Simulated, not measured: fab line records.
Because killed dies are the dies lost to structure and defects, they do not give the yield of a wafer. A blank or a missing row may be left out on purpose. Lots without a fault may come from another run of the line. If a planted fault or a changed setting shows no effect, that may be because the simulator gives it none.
Which tool did it?    flow n5 finfet    24 lots with 72 wafers sampled at 2 steps, on a route of 1938 steps

WHAT THE GAUGES SHOWED, per wafer
N5_BEOL_M1_OVL_MEAS_12. Usual: for M1_OVL the level is -0.3 nm and the standard deviation is 0.65.
lot   measured      on          M1_OVL (nm)     flag
L074  day 6 03:49   overlay-02  1.1 0.3 0.0     
L075  day 6 08:19   overlay-01  0.0 0.3 0.4     
L076  day 6 11:05   overlay-02  0.0 0.4 0.6     
L077  day 6 17:28   overlay-01  -0.5 -0.4 -0.1  
L078  day 7 02:11   overlay-01  -0.7 0.2 -0.9   
L079  day 7 10:17   overlay-02  -0.4 -0.2 -0.1  
L080  day 7 13:48   overlay-01  -0.7 -0.7 -0.7  
L081  day 7 16:24   overlay-01  -0.8 -1.0 -0.6  
L082  day 8 06:25   overlay-02  -0.4 -0.8 0.7   
L083  day 8 06:47   overlay-02  -0.4 0.1 -0.2   
L084  day 8 15:58   overlay-01  -1.7 0.2 -0.3   
L085  day 8 23:27   overlay-01  -0.9 -0.7 0.1   
L086  day 9 10:59   overlay-02  0.0 0.0 0.5     
L087  day 9 11:15   overlay-02  -1.3 -0.7 -0.7  
L088  day 9 17:04   overlay-02  0.2 0.8 0.6     
L089  day 9 17:20   overlay-01  -1.0 -1.4 0.0   
L090  day 9 22:48   overlay-01  -0.9 -0.7 -0.2  
L091  day 10 07:01  overlay-02  -0.5 -0.7 -1.3  
L092  day 10 17:35  overlay-02  0.0 -0.5 -0.4   
L094  day 11 03:27  overlay-01  -0.1 -0.3 0.4   
L093  day 11 03:41  overlay-02  0.0 0.2 0.5     
L095  day 11 09:16  overlay-01  -0.1 -0.4 -1.2  
L096  day 11 22:40  overlay-01  0.3 0.0 -0.3    
L097  day 12 01:23  overlay-02  -1.0 -1.0 -0.2  

N5_BEOL_M1_CD_MEAS_18: pitch 36 nm, target cd 18 nm. Usual: cd nm reads 18.0 nm (standard deviation 0.43).
lot   measured      on         cd nm (nm)      flag
L074  day 6 04:29   cd sem-02  18.0 18.0 17.1  
L075  day 6 08:59   cd sem-02  18.2 18.0 17.5  
L076  day 6 11:39   cd sem-01  17.4 17.7 18.2  
L077  day 6 17:59   cd sem-02  17.3 18.4 17.9  
L078  day 7 02:43   cd sem-03  18.4 17.5 18.0  
L079  day 7 10:49   cd sem-02  18.1 17.6 18.1  
L080  day 7 14:19   cd sem-03  18.2 18.5 17.6  
L081  day 7 17:01   cd sem-01  17.6 18.2 16.8  
L082  day 8 07:01   cd sem-02  18.0 18.6 17.8  
L083  day 8 07:41   cd sem-03  17.9 17.9 17.9  
L084  day 8 17:03   cd sem-02  17.7 18.3 18.0  
L085  day 9 00:02   cd sem-03  17.3 17.9 18.5  
L086  day 9 11:34   cd sem-02  18.7 17.8 17.9  
L087  day 9 11:57   cd sem-03  18.2 17.7 18.7  
L088  day 9 17:35   cd sem-02  18.6 17.4 18.6  
L089  day 9 18:03   cd sem-03  18.2 18.5 17.7  
L090  day 9 23:19   cd sem-01  19.0 18.3 17.5  
L091  day 10 07:46  cd sem-01  17.6 18.2 17.5  
L092  day 10 18:08  cd sem-01  17.4 17.3 17.6  
L094  day 11 04:04  cd sem-02  17.4 18.1 17.7  
L093  day 11 04:12  cd sem-03  18.5 17.6 18.0  
L095  day 11 09:55  cd sem-03  18.1 17.6 18.4  
L096  day 11 23:11  cd sem-02  17.9 17.3 18.1  
L097  day 12 01:54  cd sem-03  18.1 18.7 17.8  

TOOL THAT RAN EACH LOT (tool first, then ch and the chambers of the sampled wafers, then the start)
No process step before these readings appears in the record.

WHAT THE TOOLS THEMSELVES READ (means of the sampled wafers that have a number; where no wafer has one, the mark that the record gives instead)
The record holds no such reading with a usual standard deviation.

THE ANSWER, worked out from the rows above alone
Rule: a lot is off if the mean of its wafers that have a number lies more than 3 standard deviations from the usual mean. Also off: a lot with no number at a reading for which 4 or more lots have one. All remaining lots with rows at the step are treated as sound. After the gauges, taken in route order, come the tools' own readings; for these a lot's mean is taken, as printed above. The first step at which some lot is off is used, and at that step the reading that is off furthest; a lot without a number counts as furthest.
None of the lots is off at any reading shown; this tells nothing.

WHAT THE SIMULATOR HAD INSERTED
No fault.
